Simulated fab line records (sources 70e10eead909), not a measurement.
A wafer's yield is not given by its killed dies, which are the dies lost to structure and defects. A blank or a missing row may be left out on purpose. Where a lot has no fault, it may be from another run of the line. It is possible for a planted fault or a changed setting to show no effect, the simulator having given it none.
Which tool was responsible? :: flow nandHarc :: Sampling: 24 lots, 72 wafers, 5 of 1159 route steps

## WHAT EACH GAUGE READ, for each wafer
NHARC_A_CONTACT_INSPECT_10.
lot: L074
measured: day 16 19:31
on: defectInspect-01
rawDefectCount: 15 19 19

lot: L075
measured: day 17 05:59
on: defectInspect-01
rawDefectCount: 28 22 21

lot: L076
measured: day 17 06:27
on: defectInspect-01
rawDefectCount: 22 22 21

lot: L078
measured: day 17 11:15
on: defectInspect-01
rawDefectCount: 25 16 28

lot: L077
measured: day 17 14:01
on: defectInspect-01
rawDefectCount: 23 23 10

lot: L079
measured: day 18 11:09
on: defectInspect-01
rawDefectCount: 39 32 30

lot: L080
measured: day 18 19:46
on: defectInspect-02
rawDefectCount: 36 47 29

lot: L081
measured: day 19 00:43
on: defectInspect-02
rawDefectCount: 9 11 11

lot: L082
measured: day 19 04:05
on: defectInspect-01
rawDefectCount: 54 55 40

lot: L083
measured: day 19 05:13
on: defectInspect-02
rawDefectCount: 15 16 12

lot: L085
measured: day 19 17:01
on: defectInspect-01
rawDefectCount: 33 25 35

lot: L086
measured: day 19 21:56
on: defectInspect-02
rawDefectCount: 23 24 33

lot: L087
measured: day 19 23:34
on: defectInspect-02
rawDefectCount: 62 54 33

lot: L089
measured: day 20 04:41
on: defectInspect-01
rawDefectCount: 46 47 48

lot: L084
measured: day 20 05:08
on: defectInspect-02
rawDefectCount: 28 33 32

lot: L088
measured: day 20 15:50
on: defectInspect-01
rawDefectCount: 12 14 13

lot: L090
measured: day 20 19:55
on: defectInspect-02
rawDefectCount: 38 31 28

lot: L091
measured: day 21 07:16
on: defectInspect-02
rawDefectCount: 34 32 41

lot: L093
measured: day 21 10:02
on: defectInspect-02
rawDefectCount: 36 35 37

lot: L094
measured: day 21 15:16
on: defectInspect-02
rawDefectCount: 37 34 33

lot: L092
measured: day 21 20:31
on: defectInspect-01
rawDefectCount: 64 58 60

lot: L097
measured: day 22 15:27
on: defectInspect-02
rawDefectCount: 37 50 55

lot: L095
measured: day 22 19:20
on: defectInspect-01
rawDefectCount: 16 27 26

lot: L096
measured: day 22 20:17
on: defectInspect-01
rawDefectCount: 44 42 45

NHARC_A_BLC_INSPECT_12.
lot: L074
measured: day 17 02:33
on: defectInspect-01
rawDefectCount: 17 18 25

lot: L075
measured: day 17 14:11
on: defectInspect-01
rawDefectCount: 30 23 23

lot: L076
measured: day 17 14:35
on: defectInspect-02
rawDefectCount: 19 27 21

lot: L078
measured: day 17 16:43
on: defectInspect-02
rawDefectCount: 28 18 27

lot: L077
measured: day 17 19:36
on: defectInspect-02
rawDefectCount: 23 22 12

lot: L079
measured: day 18 17:06
on: defectInspect-02
rawDefectCount: 39 35 34

lot: L080
measured: day 19 04:16
on: defectInspect-02
rawDefectCount: 34 43 29

lot: L081
measured: day 19 06:16
on: defectInspect-02
rawDefectCount: 14 13 11

lot: L082
measured: day 19 12:17
on: defectInspect-02
rawDefectCount: 51 56 48

lot: L083
measured: day 19 12:46
on: defectInspect-01
rawDefectCount: 17 18 12

lot: L085
measured: day 20 00:29
on: defectInspect-02
rawDefectCount: 31 27 34

lot: L086
measured: day 20 04:58
on: defectInspect-02
rawDefectCount: 28 25 38

lot: L087
measured: day 20 05:32
on: defectInspect-02
rawDefectCount: 63 47 33

lot: L089
measured: day 20 14:29
on: defectInspect-01
rawDefectCount: 50 51 48

lot: L084
measured: day 20 15:11
on: defectInspect-02
rawDefectCount: 32 32 38

lot: L088
measured: day 20 23:55
on: defectInspect-01
rawDefectCount: 14 16 12

lot: L090
measured: day 21 02:08
on: defectInspect-02
rawDefectCount: 39 32 28

lot: L091
measured: day 21 12:44
on: defectInspect-02
rawDefectCount: 36 36 39

lot: L093
measured: day 21 23:19
on: defectInspect-01
rawDefectCount: 36 40 36

lot: L094
measured: day 22 00:53
on: defectInspect-01
rawDefectCount: 42 33 29

lot: L092
measured: day 22 06:04
on: defectInspect-01
rawDefectCount: 65 61 62

lot: L097
measured: day 22 22:38
on: defectInspect-01
rawDefectCount: 35 52 55

lot: L095
measured: day 23 01:31
on: defectInspect-01
rawDefectCount: 19 29 26

lot: L096
measured: day 23 02:21
on: defectInspect-02
rawDefectCount: 40 42 48

## TOOL THAT RAN EACH LOT (tool first, then ch and the chambers of the sampled wafers, then the start)
lot: L074
NHARC_A_CONTACT_ETCH_120: harCapEtch-02 ch 0, day 16 06:08
NHARC_A_CONTACT_ETCH_131: harCapEtch-02 ch 0,1, day 16 15:07
NHARC_A_CONTACT_ETCH_92: rieDiel-02 ch 0,2,3, day 16 21:55

lot: L075
NHARC_A_CONTACT_ETCH_120: harCapEtch-01 ch 0,1, day 16 17:14
NHARC_A_CONTACT_ETCH_131: harCapEtch-01 ch 0,1, day 17 01:28
NHARC_A_CONTACT_ETCH_92: rieDiel-11 ch 0,1, day 17 08:08

lot: L076
NHARC_A_CONTACT_ETCH_120: harCapEtch-02 ch 1, day 16 18:03
NHARC_A_CONTACT_ETCH_131: harCapEtch-02 ch 0,1, day 17 02:04
NHARC_A_CONTACT_ETCH_92: rieDiel-11 ch 0,1,3, day 17 08:53

lot: L078
NHARC_A_CONTACT_ETCH_120: harCapEtch-02 ch 0,1, day 17 00:11
NHARC_A_CONTACT_ETCH_131: harCapEtch-03 ch 0,1, day 17 07:16
NHARC_A_CONTACT_ETCH_92: rieDiel-02 ch 1,2,3, day 17 13:27

lot: L077
NHARC_A_CONTACT_ETCH_120: harCapEtch-03 ch 0,1, day 17 00:40
NHARC_A_CONTACT_ETCH_131: harCapEtch-01 ch 1, day 17 08:14
NHARC_A_CONTACT_ETCH_92: rieDiel-02 ch 0,2,3, day 17 16:11

lot: L079
NHARC_A_CONTACT_ETCH_120: harCapEtch-01 ch 0,1, day 17 19:19
NHARC_A_CONTACT_ETCH_131: harCapEtch-02 ch 0,1, day 18 04:19
NHARC_A_CONTACT_ETCH_92: rieDiel-02 ch 0,1,3, day 18 13:26

lot: L080
NHARC_A_CONTACT_ETCH_120: harCapEtch-03 ch 0,1, day 18 04:29
NHARC_A_CONTACT_ETCH_131: harCapEtch-01 ch 0,1, day 18 15:06
NHARC_A_CONTACT_ETCH_92: rieDiel-11 ch 1,2, day 18 21:56

lot: L081
NHARC_A_CONTACT_ETCH_120: harCapEtch-01 ch 0,1, day 18 12:14
NHARC_A_CONTACT_ETCH_131: harCapEtch-03 ch 0,1, day 18 19:13
NHARC_A_CONTACT_ETCH_92: rieDiel-12 ch 0,1,2, day 19 03:01

lot: L082
NHARC_A_CONTACT_ETCH_120: harCapEtch-03 ch 0,1, day 18 14:18
NHARC_A_CONTACT_ETCH_131: harCapEtch-01 ch 0,1, day 18 21:53
NHARC_A_CONTACT_ETCH_92: rieDiel-02 ch 1,3, day 19 06:16

lot: L083
NHARC_A_CONTACT_ETCH_120: harCapEtch-02 ch 0,1, day 18 16:59
NHARC_A_CONTACT_ETCH_131: harCapEtch-03 ch 0,1, day 19 00:08
NHARC_A_CONTACT_ETCH_92: rieDiel-02 ch 0,1,2, day 19 07:28

lot: L085
NHARC_A_CONTACT_ETCH_120: harCapEtch-01 ch 0,1, day 19 05:53
NHARC_A_CONTACT_ETCH_131: harCapEtch-02 ch 0,1, day 19 12:49
NHARC_A_CONTACT_ETCH_92: rieDiel-12 ch 0,2, day 19 19:23

lot: L086
NHARC_A_CONTACT_ETCH_120: harCapEtch-03 ch 1, day 19 10:02
NHARC_A_CONTACT_ETCH_131: harCapEtch-02 ch 0,1, day 19 17:47
NHARC_A_CONTACT_ETCH_92: rieDiel-11 ch 0,2, day 20 01:37

lot: L087
NHARC_A_CONTACT_ETCH_120: harCapEtch-01 ch 0,1, day 19 11:30
NHARC_A_CONTACT_ETCH_131: harCapEtch-03 ch 0, day 19 19:05
NHARC_A_CONTACT_ETCH_92: rieDiel-11 ch 0,1,3, day 20 01:52

lot: L089
NHARC_A_CONTACT_ETCH_120: harCapEtch-03 ch 0,1, day 19 17:19
NHARC_A_CONTACT_ETCH_131: harCapEtch-02 ch 0,1, day 20 00:16
NHARC_A_CONTACT_ETCH_92: rieDiel-02 ch 0,2,3, day 20 07:05

lot: L084
NHARC_A_CONTACT_ETCH_120: harCapEtch-01 ch 0,1, day 19 17:37
NHARC_A_CONTACT_ETCH_131: harCapEtch-01 ch 0,1, day 20 00:51
NHARC_A_CONTACT_ETCH_92: rieDiel-02 ch 0,2,3, day 20 07:49

lot: L088
NHARC_A_CONTACT_ETCH_120: harCapEtch-03 ch 0,1, day 20 02:31
NHARC_A_CONTACT_ETCH_131: harCapEtch-01 ch 0,1, day 20 10:40
NHARC_A_CONTACT_ETCH_92: rieDiel-11 ch 1,3, day 20 17:59

lot: L090
NHARC_A_CONTACT_ETCH_120: harCapEtch-02 ch 0,1, day 20 07:09
NHARC_A_CONTACT_ETCH_131: harCapEtch-03 ch 0,1, day 20 14:07
NHARC_A_CONTACT_ETCH_92: rieDiel-11 ch 1,2,3, day 20 22:25

lot: L091
NHARC_A_CONTACT_ETCH_120: harCapEtch-01 ch 0,1, day 20 19:24
NHARC_A_CONTACT_ETCH_131: harCapEtch-03 ch 0,1, day 21 02:24
NHARC_A_CONTACT_ETCH_92: rieDiel-02 ch 1,2,3, day 21 09:29

lot: L093
NHARC_A_CONTACT_ETCH_120: harCapEtch-03 ch 1, day 20 21:05
NHARC_A_CONTACT_ETCH_131: harCapEtch-02 ch 0,1, day 21 05:27
NHARC_A_CONTACT_ETCH_92: rieDiel-02 ch 1,2, day 21 12:11

lot: L094
NHARC_A_CONTACT_ETCH_120: harCapEtch-01 ch 0, day 21 00:20
NHARC_A_CONTACT_ETCH_131: harCapEtch-02 ch 0,1, day 21 10:07
NHARC_A_CONTACT_ETCH_92: rieDiel-11 ch 0,1,3, day 21 17:25

lot: L092
NHARC_A_CONTACT_ETCH_120: harCapEtch-01 ch 0,1, day 21 07:59
NHARC_A_CONTACT_ETCH_131: harCapEtch-03 ch 0,1, day 21 16:26
NHARC_A_CONTACT_ETCH_92: rieDiel-02 ch 1,3, day 21 22:39

lot: L097
NHARC_A_CONTACT_ETCH_120: harCapEtch-03 ch 1, day 22 03:16
NHARC_A_CONTACT_ETCH_131: harCapEtch-03 ch 0,1, day 22 10:26
NHARC_A_CONTACT_ETCH_92: rieDiel-12 ch 1,2,3, day 22 18:02

lot: L095
NHARC_A_CONTACT_ETCH_120: harCapEtch-02 ch 0,1, day 22 05:29
NHARC_A_CONTACT_ETCH_131: harCapEtch-03 ch 0,1, day 22 13:28
NHARC_A_CONTACT_ETCH_92: rieDiel-11 ch 0,1,2, day 22 22:04

lot: L096
NHARC_A_CONTACT_ETCH_120: harCapEtch-01 ch 0,1, day 22 07:34
NHARC_A_CONTACT_ETCH_131: harCapEtch-02 ch 0,1, day 22 15:52
NHARC_A_CONTACT_ETCH_92: rieDiel-12 ch 1,2,3, day 22 22:31
- NHARC_A_CONTACT_ETCH_120: etches the open film in C4F8/O2/Ar, time 94 s, target depth 922 nm.
- NHARC_A_CONTACT_ETCH_131: etches the open film in C4F8/O2/Ar, time 155 s, target depth 956 nm.
- NHARC_A_CONTACT_ETCH_92: etches the open film in CH3F/O2, target depth 40 nm, time 85.7 s.

## AS READ BY THE TOOLS THEMSELVES (means over the sampled wafers that have a number; for cases with no such wafer, the mark the record gives instead)
NHARC_A_CONTACT_ETCH_92.
lot: L074
tool: rieDiel-02
drypumpMotorCurrentA (A): 5.9
mfcArSccm (sccm): 200.1
oesProductAu (a.u.): 0.928
rfVppV (V): 245.3
showerheadPlenumPTorr (Torr): 2.48
throttleValvePct (%): 20.666

lot: L075
tool: rieDiel-11
drypumpMotorCurrentA (A): 6.0
mfcArSccm (sccm): 199.8
oesProductAu (a.u.): 0.932
rfVppV (V): 243.5
showerheadPlenumPTorr (Torr): 2.43
throttleValvePct (%): 20.656

lot: L076
tool: rieDiel-11
drypumpMotorCurrentA (A): 5.8
mfcArSccm (sccm): 200.3
oesProductAu (a.u.): 0.930
rfVppV (V): 245.3
showerheadPlenumPTorr (Torr): 2.53
throttleValvePct (%): 20.659

lot: L078
tool: rieDiel-02
drypumpMotorCurrentA (A): 5.4
mfcArSccm (sccm): 199.9
oesProductAu (a.u.): 0.921
rfVppV (V): 243.9
showerheadPlenumPTorr (Torr): 2.45
throttleValvePct (%): 20.662

lot: L077
tool: rieDiel-02
drypumpMotorCurrentA (A): 5.9
mfcArSccm (sccm): 199.9
oesProductAu (a.u.): 0.924
rfVppV (V): 244.9
showerheadPlenumPTorr (Torr): 2.48
throttleValvePct (%): 20.658

lot: L079
tool: rieDiel-02
drypumpMotorCurrentA (A): 5.7
mfcArSccm (sccm): 199.7
oesProductAu (a.u.): 0.919
rfVppV (V): 245.3
showerheadPlenumPTorr (Torr): 2.55
throttleValvePct (%): 20.656

lot: L080
tool: rieDiel-11
drypumpMotorCurrentA (A): 5.3
mfcArSccm (sccm): 199.6
oesProductAu (a.u.): 0.930
rfVppV (V): 243.9
showerheadPlenumPTorr (Torr): 2.48
throttleValvePct (%): 20.673

lot: L081
tool: rieDiel-12
drypumpMotorCurrentA (A): 5.5
mfcArSccm (sccm): 200.5
oesProductAu (a.u.): 0.924
rfVppV (V): 244.1
showerheadPlenumPTorr (Torr): 2.40
throttleValvePct (%): 20.667

lot: L082
tool: rieDiel-02
drypumpMotorCurrentA (A): 5.5
mfcArSccm (sccm): 200.0
oesProductAu (a.u.): 0.925
rfVppV (V): 245.8
showerheadPlenumPTorr (Torr): 2.53
throttleValvePct (%): 20.655

lot: L083
tool: rieDiel-02
drypumpMotorCurrentA (A): 5.6
mfcArSccm (sccm): 199.6
oesProductAu (a.u.): 0.922
rfVppV (V): 244.0
showerheadPlenumPTorr (Torr): 2.46
throttleValvePct (%): 20.657

lot: L085
tool: rieDiel-12
drypumpMotorCurrentA (A): 5.8
mfcArSccm (sccm): 200.2
oesProductAu (a.u.): 0.935
rfVppV (V): 244.7
showerheadPlenumPTorr (Torr): 2.43
throttleValvePct (%): 20.667

lot: L086
tool: rieDiel-11
drypumpMotorCurrentA (A): 4.9
mfcArSccm (sccm): 199.8
oesProductAu (a.u.): 0.921
rfVppV (V): 245.6
showerheadPlenumPTorr (Torr): 2.58
throttleValvePct (%): 20.655

lot: L087
tool: rieDiel-11
drypumpMotorCurrentA (A): 5.8
mfcArSccm (sccm): 200.0
oesProductAu (a.u.): 0.928
rfVppV (V): 245.1
showerheadPlenumPTorr (Torr): 2.52
throttleValvePct (%): 20.665

lot: L089
tool: rieDiel-02
drypumpMotorCurrentA (A): 5.9
mfcArSccm (sccm): 200.2
oesProductAu (a.u.): 0.934
rfVppV (V): 244.4
showerheadPlenumPTorr (Torr): 2.48
throttleValvePct (%): 20.662

lot: L084
tool: rieDiel-02
drypumpMotorCurrentA (A): 5.9
mfcArSccm (sccm): 199.9
oesProductAu (a.u.): 0.917
rfVppV (V): 244.6
showerheadPlenumPTorr (Torr): 2.48
throttleValvePct (%): 20.667

lot: L088
tool: rieDiel-11
drypumpMotorCurrentA (A): 6.3
mfcArSccm (sccm): 200.0
oesProductAu (a.u.): 0.932
rfVppV (V): 243.8
showerheadPlenumPTorr (Torr): 2.40
throttleValvePct (%): 20.664

lot: L090
tool: rieDiel-11
drypumpMotorCurrentA (A): 5.7
mfcArSccm (sccm): 200.4
oesProductAu (a.u.): 0.924
rfVppV (V): 245.3
showerheadPlenumPTorr (Torr): 2.48
throttleValvePct (%): 20.663

lot: L091
tool: rieDiel-02
drypumpMotorCurrentA (A): 5.4
mfcArSccm (sccm): 199.7
oesProductAu (a.u.): 0.927
rfVppV (V): 245.0
showerheadPlenumPTorr (Torr): 2.45
throttleValvePct (%): 20.671

lot: L093
tool: rieDiel-02
drypumpMotorCurrentA (A): 5.1
mfcArSccm (sccm): 200.1
oesProductAu (a.u.): 0.913
rfVppV (V): 244.0
showerheadPlenumPTorr (Torr): 2.43
throttleValvePct (%): 20.660

lot: L094
tool: rieDiel-11
drypumpMotorCurrentA (A): 5.8
mfcArSccm (sccm): 199.9
oesProductAu (a.u.): 0.929
rfVppV (V): 245.9
showerheadPlenumPTorr (Torr): 2.51
throttleValvePct (%): 20.662

lot: L092
tool: rieDiel-02
drypumpMotorCurrentA (A): 5.5
mfcArSccm (sccm): 198.9
oesProductAu (a.u.): 0.921
rfVppV (V): 245.6
showerheadPlenumPTorr (Torr): 2.53
throttleValvePct (%): 20.657

lot: L097
tool: rieDiel-12
drypumpMotorCurrentA (A): 5.6
mfcArSccm (sccm): 199.5
oesProductAu (a.u.): 0.923
rfVppV (V): 244.2
showerheadPlenumPTorr (Torr): 2.41
throttleValvePct (%): 20.662

lot: L095
tool: rieDiel-11
drypumpMotorCurrentA (A): 5.4
mfcArSccm (sccm): 199.4
oesProductAu (a.u.): 0.920
rfVppV (V): 244.4
showerheadPlenumPTorr (Torr): 2.49
throttleValvePct (%): 20.662

lot: L096
tool: rieDiel-12
drypumpMotorCurrentA (A): 5.6
mfcArSccm (sccm): 199.9
oesProductAu (a.u.): 0.930
rfVppV (V): 243.0
showerheadPlenumPTorr (Torr): 2.41
throttleValvePct (%): 20.667

## THE ANSWER, worked out from the rows above alone
Rule: the usual values come from the lots themselves. The widest of any qualifying gaps counts: lots, ordered by their means at a reading, are off when they make up no more than a third of the lots, leave a main group of 4 or more, and stand apart from it by 3 or more times the standard deviation of that group's means. A main group whose means are all the same, to the digits that the tables above print for the reading, isn't used. A lot without any number at a reading at which 4 lots or more have one is off too. The other lots that the step has rows for count as sound. Order of review: gauges by route order, followed by the tools' own readings, for which a lot's mean as printed above is used. At the first step where some lot is off, the reading lying furthest off is the one used; lots without a number count as furthest.
Across all readings shown, no lot is off: no conclusion can be drawn from this.

## WHAT THE SIMULATOR HAD INSERTED
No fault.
